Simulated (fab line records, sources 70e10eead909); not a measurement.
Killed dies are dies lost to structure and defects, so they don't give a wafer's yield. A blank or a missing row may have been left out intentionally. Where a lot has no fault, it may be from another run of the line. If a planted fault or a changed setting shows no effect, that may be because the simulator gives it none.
Struck lot and sound lot, side by side || flow nand_harc || 15 steps out of a route of 1302
Sound: wafers L709.1, L709.3, L709.6. Wafers L718.1, L718.2, L718.4 were the ones struck. The cause is given at the end.
Per side, at each step with rows, come the tool, then ch with its chambers, and then its first start. Under that, the readings that differ: sound wafers || struck wafers || difference of the means || sigmas: that difference in standard deviations of wafers without a fault.
alike: readings whose means differ by less than 2 such deviations, and words and numbers that are the same on both sides. not compared: withheld readings, readings that some wafer has no value for, bounds like >300 that may hide the same value, and numbers for which the record gives no deviation and whose values overlap.
A row with sigmas, a row that says differs or no value, or rows on one side alone: a step with any of these is where the two part. Numbers that don't overlap but have no deviation are shown without sigmas and don't part them. A reading that every wafer of one side lacks parts them only if that side has two wafers or more.

first, 6 steps without rows for these wafers: NHARC_A_BLC_COAT_04 (resist thk 90 nm); NHARC_A_BLC_SOFTBAKE_05 (time 55 s); NHARC_A_BLC_EBR_06; NHARC_A_BLC_EXPOSE_07 (exposes mask A BLC, target cd 100 nm); NHARC_A_BLC_PEB_08 (peb time 65 s); NHARC_A_BLC_DEVELOP_09 (develop time 35 s).
NHARC_A_BLC_CD_MEAS_10: target cd 100 nm.
  sound on cd_sem-03 ch 0, day 23 10:48; struck on cd_sem-01 ch 0, day 27 08:10
  alike: cd_nm
NHARC_A_BLC_OVL_MEAS_11:
  sound on overlay-02, day 23 10:54; struck on overlay-02, day 27 08:16
{"reading": "overlay_x_nm (nm)", "sound": "1.4 2.1 2.3", "struck": "0.1 -0.1 0.4", "difference": -1.8, "sigmas": -2}
{"reading": "overlay_y_nm (nm)", "sound": "-0.5 -0.5 -0.7", "struck": "0.8 1.3 1.2", "difference": "+1.7", "sigmas": "+2"}
NHARC_A_BLC_INSPECT_12:
  sound on defect_inspect-01, day 23 10:56; struck on defect_inspect-02, day 27 08:17
  alike: raw_defect_count
NHARC_A_BLC_DESCUM_15: chemistry O2, time 3 s.
  sound on rie_diel-11 ch 1,3, day 23 11:00; struck on rie_diel-11 ch 1,2,3, day 27 08:21
  alike: drypump_motor_current_A, oes_product_au, rf_vpp_V, showerhead_plenum_p_Torr, throttle_valve_pct
  not compared: rf_hours_counter_h
NHARC_A_BLC_ETCH_16: etches the open film in CF4, target depth 39 nm, time 65 s.
  sound on rie_diel-11 ch 0,1,2, day 23 11:05; struck on rie_diel-11 ch 1,2,3, day 27 08:27
  alike: bias_w, cf4_flow_sccm, drypump_motor_current_A, oes_product_au, rf_vpp_V, showerhead_plenum_p_Torr, throttle_valve_pct
  not compared: rf_hours_counter_h
NHARC_A_BLC_ETCH_17: etches the open film in N2/H2, target depth 390 nm, time 609.38 s.
  sound: rie_diel-11 ch 0,2,3; struck: rie_diel-11 ch 0,1,3
  alike: bias_w, chamber_pressure_mTorr, drypump_motor_current_A, h2_flow_sccm, oes_product_au, rf_vpp_V, showerhead_plenum_p_Torr, throttle_valve_pct
  not compared: rf_hours_counter_h
NHARC_A_BLC_ETCH_18: etches the open film in C4F8/O2/Ar, target depth 910 nm.
  sound on rie_diel-11 ch 2,3, day 23 12:04; struck on rie_diel-11 ch 1,2,3, day 27 08:58
  no value came back on the struck wafers for bias_w (W), chamber_pressure_mTorr (mTorr), oes_product_au (a.u.), rf_vpp_V (V); on the sound wafers bias_w (W) reads 1499 1508 1499
  not compared: rf_hours_counter_h
NHARC_A_BLC_CD_MEAS_19:
  sound on cd_sem-02, day 23 12:26; struck on cd_sem-02, day 27 09:19
  alike: cd_nm
NHARC_END_SORT_01:
  the record has rows for the struck wafers here (prober-02 ch 0, day 29 02:35) and none for the sound ones

== WHERE THEY PART ==
First at NHARC_A_BLC_OVL_MEAS_11; last, within this record, at NHARC_END_SORT_01.

WHY: whatever the simulator had introduced
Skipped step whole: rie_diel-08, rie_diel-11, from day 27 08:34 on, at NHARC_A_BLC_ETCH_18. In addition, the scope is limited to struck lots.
